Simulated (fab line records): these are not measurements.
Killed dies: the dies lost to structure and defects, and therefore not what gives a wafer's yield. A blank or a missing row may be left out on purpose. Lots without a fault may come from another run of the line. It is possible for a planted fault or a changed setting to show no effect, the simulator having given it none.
Chamber matching / flow n5 finfet / rie diel-04 running N5_DUMMY_GATE_STRIP_48: 4 sister chambers
The step strips in N2/H2, time 20 s. 24 wafers are shown with their chamber, then 12 later ones without.

## WAFERS WITH THEIR CHAMBER
wafer=L074.1; chamber=2; drypump motor current A (A)=5.2; showerhead plenum p Torr (Torr)=3.22; oes product au (a.u.)=0.74
wafer=L074.3; chamber=3; drypump motor current A (A)=5.6; showerhead plenum p Torr (Torr)=3.26; oes product au (a.u.)=0.84
wafer=L074.5; chamber=3; drypump motor current A (A)=5.6; showerhead plenum p Torr (Torr)=3.26; oes product au (a.u.)=0.82
wafer=L079.1; chamber=3; drypump motor current A (A)=5.6; showerhead plenum p Torr (Torr)=3.26; oes product au (a.u.)=0.83
wafer=L079.2; chamber=2; drypump motor current A (A)=5.2; showerhead plenum p Torr (Torr)=3.22; oes product au (a.u.)=0.74
wafer=L079.4; chamber=1; drypump motor current A (A)=5.1; showerhead plenum p Torr (Torr)=3.44; oes product au (a.u.)=0.94
wafer=L081.2; chamber=3; drypump motor current A (A)=5.6; showerhead plenum p Torr (Torr)=3.26; oes product au (a.u.)=0.81
wafer=L081.4; chamber=2; drypump motor current A (A)=5.2; showerhead plenum p Torr (Torr)=3.22; oes product au (a.u.)=0.72
wafer=L081.6; chamber=1; drypump motor current A (A)=5.1; showerhead plenum p Torr (Torr)=3.43; oes product au (a.u.)=0.93
wafer=L084.2; chamber=1; drypump motor current A (A)=5.1; showerhead plenum p Torr (Torr)=3.43; oes product au (a.u.)=0.91
wafer=L084.4; chamber=0; drypump motor current A (A)=6.0; showerhead plenum p Torr (Torr)=3.31; oes product au (a.u.)=0.97
wafer=L084.5; chamber=1; drypump motor current A (A)=5.2; showerhead plenum p Torr (Torr)=3.43; oes product au (a.u.)=0.92
wafer=L085.2; chamber=3; drypump motor current A (A)=5.6; showerhead plenum p Torr (Torr)=3.25; oes product au (a.u.)=0.81
wafer=L085.4; chamber=1; drypump motor current A (A)=5.2; showerhead plenum p Torr (Torr)=3.43; oes product au (a.u.)=0.91
wafer=L085.6; chamber=2; drypump motor current A (A)=5.2; showerhead plenum p Torr (Torr)=3.21; oes product au (a.u.)=0.72
wafer=L090.1; chamber=1; drypump motor current A (A)=5.1; showerhead plenum p Torr (Torr)=3.43; oes product au (a.u.)=0.90
wafer=L090.4; chamber=0; drypump motor current A (A)=6.0; showerhead plenum p Torr (Torr)=3.31; oes product au (a.u.)=0.94
wafer=L090.6; chamber=0; drypump motor current A (A)=6.0; showerhead plenum p Torr (Torr)=3.31; oes product au (a.u.)=0.94
wafer=L091.1; chamber=0; drypump motor current A (A)=6.0; showerhead plenum p Torr (Torr)=3.31; oes product au (a.u.)=0.95
wafer=L091.2; chamber=2; drypump motor current A (A)=5.2; showerhead plenum p Torr (Torr)=3.21; oes product au (a.u.)=0.71
wafer=L091.4; chamber=3; drypump motor current A (A)=5.6; showerhead plenum p Torr (Torr)=3.25; oes product au (a.u.)=0.79
wafer=L092.2; chamber=3; drypump motor current A (A)=5.6; showerhead plenum p Torr (Torr)=3.25; oes product au (a.u.)=0.79
wafer=L092.3; chamber=0; drypump motor current A (A)=6.0; showerhead plenum p Torr (Torr)=3.31; oes product au (a.u.)=0.94
wafer=L092.5; chamber=0; drypump motor current A (A)=6.0; showerhead plenum p Torr (Torr)=3.31; oes product au (a.u.)=0.94

SIGNATURES (averages over the wafers above)
reading=drypump motor current A; chamber 0=6.000; chamber 1=5.133; chamber 2=5.200; chamber 3=5.600; scatter within a chamber=0.0258
reading=showerhead plenum p Torr; chamber 0=3.3100; chamber 1=3.4317; chamber 2=3.2160; chamber 3=3.2557; scatter within a chamber=0.00433
reading=oes product au; chamber 0=0.9467; chamber 1=0.9183; chamber 2=0.7260; chamber 3=0.8129; scatter within a chamber=0.0153
Rule: a wafer lies at a distance from a chamber equal to the root of the sum of squares, over the readings, of (its reading less the chamber's mean, divided by the reading's scatter). If the next closest chamber is less than 2 further off than the closest, the wafer can't be placed; otherwise it belongs to the closest. The scatter is the square root of a quotient: the sum, over the shown wafers, of each reading's squared deviation from its chamber's mean, divided by wafers minus chambers.

## WAFERS WHOSE CHAMBER IS MISSING
wafer=L094.3; drypump motor current A (A)=6.0; showerhead plenum p Torr (Torr)=3.30; oes product au (a.u.)=0.91
wafer=L094.4; drypump motor current A (A)=5.2; showerhead plenum p Torr (Torr)=3.21; oes product au (a.u.)=0.70
wafer=L094.5; drypump motor current A (A)=6.0; showerhead plenum p Torr (Torr)=3.30; oes product au (a.u.)=0.92
wafer=L095.1; drypump motor current A (A)=5.6; showerhead plenum p Torr (Torr)=3.25; oes product au (a.u.)=0.78
wafer=L095.3; drypump motor current A (A)=5.2; showerhead plenum p Torr (Torr)=3.21; oes product au (a.u.)=0.71
wafer=L095.4; drypump motor current A (A)=5.1; showerhead plenum p Torr (Torr)=3.42; oes product au (a.u.)=0.88
wafer=L096.1; drypump motor current A (A)=5.2; showerhead plenum p Torr (Torr)=3.20; oes product au (a.u.)=0.71
wafer=L096.3; drypump motor current A (A)=5.1; showerhead plenum p Torr (Torr)=3.42; oes product au (a.u.)=0.88
wafer=L096.4; drypump motor current A (A)=6.0; showerhead plenum p Torr (Torr)=3.30; oes product au (a.u.)=0.92
wafer=L097.1; drypump motor current A (A)=6.0; showerhead plenum p Torr (Torr)=3.30; oes product au (a.u.)=0.91
wafer=L097.3; drypump motor current A (A)=5.2; showerhead plenum p Torr (Torr)=3.42; oes product au (a.u.)=0.86
wafer=L097.6; drypump motor current A (A)=5.2; showerhead plenum p Torr (Torr)=3.42; oes product au (a.u.)=0.87

## WHICH CHAMBER EACH WENT THROUGH
wafer=L094.3; from the rows above=0; in truth=0
wafer=L094.4; from the rows above=2; in truth=2
wafer=L094.5; from the rows above=0; in truth=0
wafer=L095.1; from the rows above=3; in truth=3
wafer=L095.3; from the rows above=2; in truth=2
wafer=L095.4; from the rows above=1; in truth=1
wafer=L096.1; from the rows above=2; in truth=2
wafer=L096.3; from the rows above=1; in truth=1
wafer=L096.4; from the rows above=0; in truth=0
wafer=L097.1; from the rows above=0; in truth=0
wafer=L097.3; from the rows above=1; in truth=1
wafer=L097.6; from the rows above=1; in truth=1
Placed correctly: 12 of 12. From these rows, 0 cannot be placed. 0 placed wrongly.
